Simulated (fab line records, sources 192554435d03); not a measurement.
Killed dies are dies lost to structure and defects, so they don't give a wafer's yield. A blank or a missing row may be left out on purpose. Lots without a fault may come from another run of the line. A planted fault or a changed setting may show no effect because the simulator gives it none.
fab line records | flow n5_finfet
record lots=7 wafers=39
route steps=1938 shown BEOL_M9@1417 BEOL_M14@1751
start_h: hours from the record's first day to the start of the lot's first wafer shown | wait_h: hours since the lot's step before | " the same as in the row above | L1.1+2: a row that stands for several wafers | - no value, or no start given | * or withheld: withheld | < > ~ a bound
route shown NAME@n: a module of which the file shows steps, and the number in the route of the first | usual: mean/standard deviation of fault-free wafers | same: alike in all rows | chamber/n: place in a boat | sites: the reading at each site | _std_site: their standard deviation | _edge_site: outer sites' mean less inner sites' | radius_mm: how far each site lies from the wafer's centre | mask NAME#n: copy n | behind: the tool/chamber that last shaped the wafer | hold: why the lot was held/for how many hours/how that ended | device: the transistor (n, p or np) that didn't switch | end of line: the same wafers' tests at the end of the route | a step without rows: its recipe alone | killed: dies lost to structure and defects at the first sort, not the wafer's yield | map: a wafer's dies, x killed, . not, _ none there
set.NAME: the setting as run; set.NAME@STEP: as run at that earlier step | model.NAME: the simulator's own value behind a step, which no gauge read
lots whose settings were changed on purpose; a table a step, a row a wafer
## steps
# step N5_BEOL_M9_DESCUM_16
# recipe chemistry=O2 time_s=7.9 source_power_w=50 bias_power_w=20 pressure_mtorr=20 rf_frequency_hz=2.712e+07 temp_c=40 resist=CAR-ArF o2_flow_sccm=225
# columns lot.wafer tool chamber start_h wait_h set.time_s model.CAR-ArF_of_BEOL_M9_COAT_05.thk_nm
L076.1+4 rie_diel-02 3,0 233.87 0.5 6.67 84.2
L076.2 " 1 " " 7.9 83.2
L076.3 " 2 " " 6.67 84
L076.5 " 3 " " 7.9 83.6
L076.6 " 2 " " 7.9 83.4
L077.1+2 rie_diel-04 3,1 236.98 0.1 10.49 82
L077.3+6 " 2,1 " " 7.9 83.4
L077.4 " 0 " " 7.9 83.8
L077.5 " 0 " " 10.49 82.2
L089.3 rie_diel-03 2 306.09 0.0 7.9 83.6
L089.4+6 " 0,2 " " 7.9 83.8
L088.1 rie_diel-04 1 306.68 0.5 7.9 83.6
L088.2+3+4 " 2,3,0 " " 11.8 81.4
L088.5 " 2 " " 7.9 84
L088.6 " 1 " " 7.9 83.8
L094.1+4+5 rie_diel-02 1,3,2 345.89 0.3 7.9 83.2
L094.2+3+6 " 2,0,1 " " 7.9 83.4
L095.1+2+3+4+5 rie_diel-03 1,3,0,2,3 355.70 0.0 7.9 83.4
L095.6 " 0 " " 7.9 83.6
L096.1+5 rie_diel-03 3,2 363.14 0.2 7.9 83.6
L096.2+6 " 0,3 " " 5.732 85
L096.3 " 1 " " 7.9 83.8
L096.4 " 2 " " 5.732 85.2
# step N5_BEOL_M9_ETCH_61
# recipe chemistry=CF4 target=SiARC target_depth_a=390 mask_material=CAR-ArF time_s=65 ion_energy_ev=80 pressure_mtorr=40 source_w=545 bias_w=36 Ar_flow_sccm=100 cf4_flow_sccm=100 ends=cleared
# columns lot.wafer tool chamber start_h wait_h set.time_s@BEOL_M9_DESCUM_16 model.CAR-ArF_of_BEOL_M9_COAT_05.thk_nm
L076.1 rie_diel-02 3 233.91 0.0 6.67 56.4
L076.2 " 1 " " 7.9 55.2
L076.3+4 " 2,0 " " 6.67 56.2
L076.5 " 3 " " 7.9 55.8
L076.6 " 2 " " 7.9 55.6
L077.1+2+5 rie_diel-04 3,1,0 237.01 0.0 10.49 54
L077.3+6 " 2,1 " " 7.9 55.4
L077.4 " 0 " " 7.9 55.8
L089.3+4 rie_diel-03 2,0 306.12 0.0 7.9 55.8
L089.6 " 2 " " 7.9 56
L088.1 rie_diel-04 1 306.71 0.0 7.9 55.6
L088.2+3+4 " 2,3,0 " " 11.8 53.4
L088.5 " 2 " " 7.9 56
L088.6 " 1 " " 7.9 55.8
L094.1+5 rie_diel-02 1,2 345.93 0.0 7.9 55.2
L094.2+3+6 " 2,0,1 " " 7.9 55.4
L094.4 " 3 " " 7.9 55
L095.1+2+3+4+5 rie_diel-03 1,3,0,2,3 355.73 0.0 7.9 55.4
L095.6 " 0 " " 7.9 55.6
L096.1+5 rie_diel-03 3,2 363.18 0.0 7.9 55.6
L096.2+6 " 0,3 " " 5.732 57
L096.3 " 1 " " 7.9 55.8
L096.4 " 2 " " 5.732 57.2
# step N5_BEOL_M14_ETCH_68
# recipe chemistry=N2/H2 target=SOC mask_material=SiARC source_w=3000 bias_w=350 temp_c=40 time_s=450 ion_energy_ev=200 pressure_mtorr=30 n2_flow_sccm=200 h2_flow_sccm=200
# columns lot.wafer tool chamber start_h wait_h set.target_depth_a model.SiARC_of_BEOL_M14_COAT_66.thk_nm
L076.1+4 rie_diel-05 3,0 278.69 0.1 9000 64.2
L076.2 " 2 " " 5562 82.4
L076.3 " 1 " " 5562 81.8
L076.5 " 0 " " 5562 81.6
L076.6 " 3 " " 9000 63.8
L077.1+5 rie_diel-01 0 278.88 0.1 9000 65.6
L077.2 " 2 " " 9000 65.4
L077.3 " 1 " " 9000 65.2
L077.4 " 1 " " 9000 65.8
L077.6 " 2 " " 9000 65
L089.3 rie_diel-01 1 341.85 0.1 9000 65.6
L089.4+6 " 3 " " 9000 65
L088.1 rie_diel-06 0 345.46 0.1 11010 55
L088.2 " 2 " " 11010 54.2
L088.3 " 3 " " 9000 64.6
L088.4 " 1 " " 9000 64.4
L088.5 " 0 " " 9000 64.8
L088.6 " 1 " " 11010 54.4
L094.1 rie_diel-01 3 381.27 0.1 9000 65.4
L094.2 " 0 " " 12130 50.6
L094.3 " 1 " " 12130 49.8
L094.4 " 2 " " 12130 49.6
L094.5 " 1 " " 9000 65.2
L094.6 " 0 " " 9000 65.6
L095.1 rie_diel-05 3 387.25 0.1 9000 64
L095.2+3 " 0,1 " " 9000 65.2
L095.4 " 2 " " 9000 66
L095.5 " 3 " " 9000 64.4
L095.6 " 0 " " 9000 65.4
L096.1+4 rie_diel-06 3,2 400.26 0.1 10480 57.6
L096.2 " 0 " " 9000 65
L096.3 " 1 " " 10480 57
L096.5 " 0 " " 9000 64.6
L096.6 " 3 " " 9000 64.8
## key
split step=N5_BEOL_M9_DESCUM_16 setting=time_s stated=7.9 by=wafer
response step=N5_BEOL_M9_DESCUM_16 reading=model.CAR-ArF_of_BEOL_M9_COAT_05.thk_nm change=-0.048 per=1% r=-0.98
response step=N5_BEOL_M9_ETCH_61 reading=model.CAR-ArF_of_BEOL_M9_COAT_05.thk_nm change=-0.0485 per=1% r=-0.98
split step=N5_BEOL_M14_ETCH_68 setting=target_depth_a stated=9000 by=wafer
response step=N5_BEOL_M14_ETCH_68 reading=model.SiARC_of_BEOL_M14_COAT_66.thk_nm change=-0.455 per=1% r=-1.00
